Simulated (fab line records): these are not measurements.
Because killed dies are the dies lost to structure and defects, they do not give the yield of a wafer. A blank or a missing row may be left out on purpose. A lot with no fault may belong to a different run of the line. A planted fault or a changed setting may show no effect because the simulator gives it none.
Chamber matching -- flow nand harc -- NHARC_P_M1_DESCUM_14 on rie diel-09: 4 sister chambers
The step chemistry O2, time 3 s. 4 wafers are shown with their chamber, then 7 later ones without.

WAFERS PAIRED WITH THEIR CHAMBERS
wafer,chamber,rf vpp V (V)
L082.4,1,58.3
L082.6,0,56.4
L082.1,2,57.9
L082.2,3,57.2

WAFERS WITH NO CHAMBER GIVEN
wafer,rf vpp V (V)
L082.5,57.5
L087.3,56.9
L087.4,57.7
L087.6,56.5
L097.1,58.2
L097.2,58.0
L097.5,58.0

WHICH CHAMBER EACH ONE RAN IN
wafer,from the rows above,in truth
L082.5,can't be placed: 3 or 2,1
L087.3,can't be placed: 3 or 0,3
L087.4,can't be placed: 2 or 3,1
L087.6,0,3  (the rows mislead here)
L097.1,can't be placed: 1 or 2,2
L097.2,can't be placed: 2 or 1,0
L097.5,can't be placed: 2 or 1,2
Correctly placed: 0 of 7. Cannot be placed on the basis of these rows: 6; the candidates contain the true chamber in 3. 1 placed wrongly.
How it was worked out, from the rows above alone: a wafer's distance from a chamber is the root of the sum, over the readings, of the square of ((its reading less the chamber's mean) divided by the reading's scatter). If the next closest chamber is less than 2 further off than the closest, the wafer can't be placed; otherwise it belongs to the closest. Each chamber's mean is taken over the wafers shown for it. The scatter (one wafer shown for each chamber): square how far every hidden wafer sits from the nearest shown wafer, average those squares and take the square root.
